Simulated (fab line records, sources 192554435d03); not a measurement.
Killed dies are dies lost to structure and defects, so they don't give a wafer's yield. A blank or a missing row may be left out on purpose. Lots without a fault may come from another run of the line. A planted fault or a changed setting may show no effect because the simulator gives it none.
A struck lot beside a sound one | flow n5_finfet | 36 steps out of a route of 1938
Sound: wafers L310.3, L310.4, L310.6. Struck: wafers L323.1, L323.5, L323.6. The cause comes at the end.
At each step with rows: each side's tool, then ch and its chambers, then its first start. Under that, the readings that differ: sound wafers | struck wafers | difference of the means | sigmas: that difference in standard deviations of wafers without a fault.
alike: readings whose means differ by less than 2 such deviations, and words and numbers that are the same on both sides. not compared: withheld readings, readings that some wafer has no value for, bounds like >300 that may hide the same value, and numbers for which the record gives no deviation and whose values overlap.
The two part at a step that has a row with sigmas, a row that says differs or no value, or rows on one side only. Numbers that don't overlap but have no deviation are shown without sigmas and don't part them. A reading that every wafer of one side lacks parts them only if that side has two wafers or more.

first, 11 steps without rows for these wafers: N5_BEOL_M8_DESCUM_33 (chemistry O2, time 7 s); N5_BEOL_M8_ETCH_72 (etches underlayer in N2/H2, target depth 6.5 nm, time 5.2 s); N5_BEOL_M8_ETCH_65 (etches SiARC in CF4, target depth 15.6 nm, time 26 s); N5_BEOL_M8_ETCH_66 (etches SOC in N2/H2, target depth 80 nm, overetch 16 nm, time 120 s); N5_BEOL_M8_STRIP_69 (strips in N2/H2); N5_BEOL_M8_STRIP_73 (strips in N2/H2); N5_BEOL_M8_VIA_ETCH_34 (etches SiCOH lowk in C4F6/O2, target depth 125.5 nm, time 50.5 s); N5_BEOL_M8_STRIP_76 (strips in C4F6/O2); N5_BEOL_M8_STRIP_36 (strips in N2/H2); N5_BEOL_M8_TRENCH_ETCH_37 (etches SiCOH lowk in C4F6/O2, target depth 93.478 nm, time 31.2 s); N5_BEOL_M8_ETCH_41 (etches SiCN in CH3F/O2, target depth 31.9 nm, time 57.8 s).
N5_BEOL_M8_STRIP_80: strips in N2/H2, time 10 s.
  sound on rie_diel-06 ch 1,2,3, day 11 21:26; struck on rie_diel-02 ch 2,3, day 14 12:42
  alike: drypump_motor_current_A, oes_product_au, rf_vpp_V, showerhead_plenum_p_Torr, throttle_valve_pct
  not compared: rf_hours_counter_h
then, 23 steps without rows for these wafers: N5_BEOL_M8_HM_STRIP_39 (strips TiN in peroxide tin strip, target depth 25 nm, time 158 s); N5_BEOL_M8_SRD_40 (time 30 s); N5_BEOL_M8_PRECLEAN_42 (cleans in residue remover, time 60 s); N5_BEOL_M8_SRD_43 (time 30 s); N5_BEOL_M8_CURE_75 (cures SiCOH lowk, time 120 s); N5_BEOL_M8_DEGAS_44 (time 60 s); N5_BEOL_M8_PRE_CLEAN_45 (time 30 s); N5_BEOL_M8_ALD_77 (deposits TaN, target thk 2 nm, pulse time 2 s, purge time 3 s); N5_BEOL_M8_SURFACE_TREAT_79; N5_BEOL_M8_CVD_78 (deposits Co from CCTBA/H2, target thk 2 nm, time 142.3 s); N5_BEOL_M8_SPUTTER_48 (material Cu, target thk 10 nm, time 1.667 s); N5_BEOL_M8_ECD_50 (material Cu, target thk 300 nm); N5_BEOL_M8_ANNEAL_51 (time 90 s); N5_BEOL_M8_CMP_52 (polishes, stops on SiCOH lowk, t overpolish 6.9 s, target thk 80 nm); N5_BEOL_M8_PRE_CLEAN_55 (time 15 s); N5_BEOL_M8_DEP_56 (deposits SiCN from 3MS/NH3, target thk 10 nm, time 17.5 s); N5_BEOL_M9_ILD_DEP_00 (deposits SiCOH lowk from DEMS/porogen, target thk 308.51 nm, time 58 s); N5_BEOL_M9_CURE_71 (cures SiCOH lowk, time 240 s); N5_BEOL_M9_PECVD_70 (deposits SiO2 from TEOS/O2, target thk 20 nm, time 22.7 s); N5_BEOL_M9_HM_DEP_02 (deposits TiN, target thk 20 nm); N5_BEOL_M9_COAT_59 (time 60 s, resist thk 100 nm); N5_BEOL_M9_COAT_60 (time 60 s, resist thk 30 nm); N5_BEOL_M9_COAT_05 (resist thk 90 nm).
-- the record jumps here: 3 days lie between the struck wafers' starts before and after (it left off in module BEOL_M9 and takes up again in module PASSIVATION, whose first step shown is number 1936 of the route) --
N5_PASSIVATION_PROBE_49:
  sound on prober-01, day 14 16:43; struck on prober-01, day 17 13:16
  reading                  | sound          | struck         | difference | sigmas
  defect_limited_yield (%) | 93.6 94.5 92.7 | 79.7 81.8 80.8 | -12.8      | -10
  killed_at_M4_up          | 14 11 14       | 130 130 161    | +127       | +23
  killed_dies              | 76 65 86       | 239 215 226    | +151       | +10
  killed_on_rim            | 14 8 12        | 32 25 17       | +13        | +3
  sort_bin_5_function (%)  | 3.3 3.0 5.1    | 10.8 11.0 12.1 | +7.5       | +9
  sort_bin_6_memory (%)    | 2.9 2.0 1.9    | 5.5 4.1 3.7    | +2.2       | +3
  sort_n_pass              | 1104 1115 1094 | 941 965 954    | -151       | -10
  sort_yield_pct (%)       | 93.6 94.5 92.7 | 79.7 81.8 80.8 | -12.8      | -10
  alike: killed_at_M0_to_M3, killed_at_contacts, killed_at_front_end, killed_at_other, killed_open, killed_short

WHERE THEY PART
Only at N5_PASSIVATION_PROBE_49, within this record.

WHY: what the simulator had put in
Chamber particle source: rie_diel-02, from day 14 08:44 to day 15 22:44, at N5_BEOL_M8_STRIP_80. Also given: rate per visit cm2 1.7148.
